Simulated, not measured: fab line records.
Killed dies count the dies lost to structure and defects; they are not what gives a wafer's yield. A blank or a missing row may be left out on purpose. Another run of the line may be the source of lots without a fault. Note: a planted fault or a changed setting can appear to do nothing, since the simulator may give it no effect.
Split-lot experiment / flow n5_finfet / 7 lots, 21 wafers read, on a route of 1938 steps

== ABOUT THE SPLIT ==
At N5_BEOL_M0_ETCH_138 (etches SiCN in CH3F/O2, target depth 12 nm, time 31.6 s), the setting source_w was moved away from the recipe's 395 W on 6 of the 21 wafers read, by -12.5% to +16.5%. For the rest of the wafers, this setting stayed at what the recipe calls for.

The reading comes from the split's own step.

== THE READING ==
rf_vpp_V, in V, at N5_BEOL_M0_ETCH_138 (etches SiCN in CH3F/O2, target depth 12 nm, time 31.6 s). Typical for fault-free wafers on this fab line: 297.6 V, with standard deviation 1.7 V.

wafer=L078.2; tool, chamber at the split=rie_diel-05, 3; source_w as run, W=395; against the recipe=recipe; rf_vpp_V, V=298.8; against lot-mates on the recipe=-
wafer=L078.4; tool, chamber at the split=rie_diel-05, 2; source_w as run, W=356.9; against the recipe=-9.6%; rf_vpp_V, V=307.3; against lot-mates on the recipe=+9.4
wafer=L078.5; tool, chamber at the split=rie_diel-05, 1; source_w as run, W=395; against the recipe=recipe; rf_vpp_V, V=296.9; against lot-mates on the recipe=-
wafer=L080.1; tool, chamber at the split=rie_diel-02, 2; source_w as run, W=345.7; against the recipe=-12.5%; rf_vpp_V, V=314.2; against lot-mates on the recipe=+16.9
wafer=L080.4; tool, chamber at the split=rie_diel-02, 3; source_w as run, W=395; against the recipe=recipe; rf_vpp_V, V=297.3; against lot-mates on the recipe=-
wafer=L080.6; tool, chamber at the split=rie_diel-02, 2; source_w as run, W=345.7; against the recipe=-12.5%; rf_vpp_V, V=314.2; against lot-mates on the recipe=+16.9
wafer=L083.2; tool, chamber at the split=rie_diel-02, 2; source_w as run, W=395; against the recipe=recipe; rf_vpp_V, V=300.0; against lot-mates on the recipe=-
wafer=L083.3; tool, chamber at the split=rie_diel-02, 0; source_w as run, W=362.7; against the recipe=-8.2%; rf_vpp_V, V=303.6; against lot-mates on the recipe=+3.2
wafer=L083.6; tool, chamber at the split=rie_diel-02, 2; source_w as run, W=395; against the recipe=recipe; rf_vpp_V, V=300.8; against lot-mates on the recipe=-
wafer=L084.1; tool, chamber at the split=rie_diel-05, 1; source_w as run, W=395; against the recipe=recipe; rf_vpp_V, V=296.0; against lot-mates on the recipe=-
wafer=L084.3; tool, chamber at the split=rie_diel-05, 2; source_w as run, W=395; against the recipe=recipe; rf_vpp_V, V=297.8; against lot-mates on the recipe=-
wafer=L084.4; tool, chamber at the split=rie_diel-05, 3; source_w as run, W=395; against the recipe=recipe; rf_vpp_V, V=300.6; against lot-mates on the recipe=-
wafer=L087.3; tool, chamber at the split=rie_diel-02, 3; source_w as run, W=395; against the recipe=recipe; rf_vpp_V, V=297.9; against lot-mates on the recipe=-
wafer=L087.4; tool, chamber at the split=rie_diel-02, 2; source_w as run, W=395; against the recipe=recipe; rf_vpp_V, V=297.9; against lot-mates on the recipe=-
wafer=L087.6; tool, chamber at the split=rie_diel-02, 0; source_w as run, W=395; against the recipe=recipe; rf_vpp_V, V=295.1; against lot-mates on the recipe=-
wafer=L095.1; tool, chamber at the split=rie_diel-04, 0; source_w as run, W=460.2; against the recipe=+16.5%; rf_vpp_V, V=282.2; against lot-mates on the recipe=-17.3
wafer=L095.3; tool, chamber at the split=rie_diel-04, 2; source_w as run, W=460.2; against the recipe=+16.5%; rf_vpp_V, V=282.2; against lot-mates on the recipe=-17.3
wafer=L095.6; tool, chamber at the split=rie_diel-04, 1; source_w as run, W=395; against the recipe=recipe; rf_vpp_V, V=299.5; against lot-mates on the recipe=-
wafer=L097.4; tool, chamber at the split=rie_diel-02, 2; source_w as run, W=395; against the recipe=recipe; rf_vpp_V, V=300.4; against lot-mates on the recipe=-
wafer=L097.5; tool, chamber at the split=rie_diel-02, 2; source_w as run, W=395; against the recipe=recipe; rf_vpp_V, V=300.3; against lot-mates on the recipe=-
wafer=L097.6; tool, chamber at the split=rie_diel-02, 1; source_w as run, W=395; against the recipe=recipe; rf_vpp_V, V=297.9; against lot-mates on the recipe=-

FIT RESULTS
A straight line over all 21 wafers: rf_vpp_V changes by -1.04 V for each +1% of source_w; r = -0.97; the points scatter about the line by 2 V.
The same after taking each lot's own level away (the mean of its wafers on the recipe; 21 wafers): -1.09 V for each +1%; r = -0.97; scatter 2 V.
Per that fit: largest source_w move, reading shift of 18 V.
Measured against the standard deviation above, the lots' own levels, which go from 296.97 to 300.40 V, span 2.0 times it.
The two slopes are in agreement: the lot-to-lot level therefore moves the slope only a little.
Check: for one of the wafers moved furthest among these (+16.5%), held out of the fit, the line's prediction against its lot-mates is -18.3 V. It came out at -17.3 V against them.
Tool readings at the split's step, against how far the setting was moved: rf_vpp_V r = -0.97.

== OTHER SPLITS ON THESE WAFERS ==
Other splits were also applied to these wafers ahead of the reading. Each is held against what the fit with the lots' levels taken away leaves over:
other split on the same wafers=N5_SDB_ETCH_17 bias_w; wafers away from the commonest value=9; r with rf_vpp_V (lot level and that fit taken away)=-0.34
other split on the same wafers=N5_HKMG_FIN_NWFM_ALD_20 ald_cycles; wafers away from the commonest value=4; r with rf_vpp_V (lot level and that fit taken away)=-0.14
other split on the same wafers=N5_GATE_CUT_COAT_27 spin_rpm; wafers away from the commonest value=7; r with rf_vpp_V (lot level and that fit taken away)=-0.45
other split on the same wafers=N5_GATE_CUT_DESCUM_18 time_s; wafers away from the commonest value=6; r with rf_vpp_V (lot level and that fit taken away)=+0.06
other split on the same wafers=N5_MOL_CONTACT_COAG_ETCH_67 source_w; wafers away from the commonest value=6; r with rf_vpp_V (lot level and that fit taken away)=-0.07
other split on the same wafers=N5_MOL_CONTACT_COAG_ETCHBACK_136 target_depth_a; wafers away from the commonest value=8; r with rf_vpp_V (lot level and that fit taken away)=-0.02
other split on the same wafers=N5_BEOL_M0_CUTY_EXPOSE_54 dose_mj; wafers away from the commonest value=8; r with rf_vpp_V (lot level and that fit taken away)=+0.05

== FILE'S OWN FIT ==
rf_vpp_V changes by -1.04 V for each +1% of source_w, r = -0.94.
